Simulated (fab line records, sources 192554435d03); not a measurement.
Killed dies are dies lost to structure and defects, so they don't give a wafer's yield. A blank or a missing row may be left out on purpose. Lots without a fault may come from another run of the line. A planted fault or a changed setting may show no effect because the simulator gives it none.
Chamber matching | flow n5_finfet | N5_BEOL_M10_ETCH_62 on rie_diel-02: 3 sister chambers
The step etches SOC in N2/H2, target depth 110 nm, overetch 22 nm, time 165 s. 18 wafers are shown with their chamber, then 8 later ones without.

WAFERS WITH THEIR CHAMBER
wafer  | chamber | showerhead_plenum_p_Torr (Torr) | oes_product_au (a.u.) | throttle_valve_pct (%)
L075.4 | 1       | 2.56                            | 0.68                  | 18.02
L075.5 | 1       | 2.56                            | 0.69                  | 18.02
L075.6 | 0       | 2.62                            | 0.58                  | 18.34
L082.2 | 1       | 2.55                            | 0.66                  | 18.07
L082.4 | 3       | 2.62                            | 0.60                  | 17.80
L082.5 | 0       | 2.61                            | 0.82                  | 17.96
L081.3 | 3       | 2.62                            | 0.60                  | 17.80
L081.5 | 0       | 2.61                            | 0.82                  | 17.96
L081.6 | 3       | 2.62                            | 0.60                  | 17.81
L087.2 | 1       | 2.54                            | 0.65                  | 18.08
L087.4 | 3       | 2.61                            | 0.60                  | 17.83
L087.5 | 3       | 2.62                            | 0.60                  | 17.84
L090.2 | 1       | 2.54                            | 0.65                  | 18.08
L090.3 | 3       | 2.61                            | 0.60                  | 17.84
L090.4 | 0       | 2.61                            | 0.77                  | 17.99
L092.2 | 1       | 2.54                            | 0.65                  | 18.08
L092.5 | 0       | 2.61                            | 0.77                  | 18.00
L092.6 | 1       | 2.54                            | 0.66                  | 18.08

SIGNATURES (means of the wafers above)
reading                  | chamber 0 | chamber 1 | chamber 3 | scatter within a chamber
showerhead_plenum_p_Torr | 2.6120    | 2.5471    | 2.6167    | 0.0071
oes_product_au           | 0.7520    | 0.6629    | 0.6000    | 0.0523
throttle_valve_pct       | 18.0500   | 18.0614   | 17.8200   | 0.0868
Rule: a wafer's distance from a chamber is the root of the sum, over the readings, of the square of ((its reading less the chamber's mean) divided by the reading's scatter). The wafer belongs to the nearest chamber; if the next one is less than 2 further off, it can't be placed. The scatter: the root of (the sum of the squares of (reading less its chamber's mean) over the shown wafers, divided by (wafers less chambers)).

WAFERS WITHOUT THEIR CHAMBER
wafer  | showerhead_plenum_p_Torr (Torr) | oes_product_au (a.u.) | throttle_valve_pct (%)
L095.2 | 2.61                            | 0.59                  | 17.85
L095.3 | 2.60                            | 0.75                  | 18.02
L095.6 | 2.54                            | 0.64                  | 18.12
L097.1 | 2.54                            | 0.64                  | 18.13
L097.3 | 2.61                            | 0.58                  | 17.87
L097.6 | 2.60                            | 0.74                  | 18.02
L096.4 | 2.61                            | 0.59                  | 17.86
L096.6 | 2.53                            | 0.63                  | 18.14

WHICH CHAMBER EACH WENT THROUGH
wafer  | from the rows above | in truth
L095.2 | 3                   | 3
L095.3 | 0                   | 0
L095.6 | 1                   | 1
L097.1 | 1                   | 1
L097.3 | 3                   | 3
L097.6 | 0                   | 0
L096.4 | 3                   | 3
L096.6 | 1                   | 1
Placed correctly: 8 of 8. Can't be placed from these rows: 0. Placed wrongly: 0.
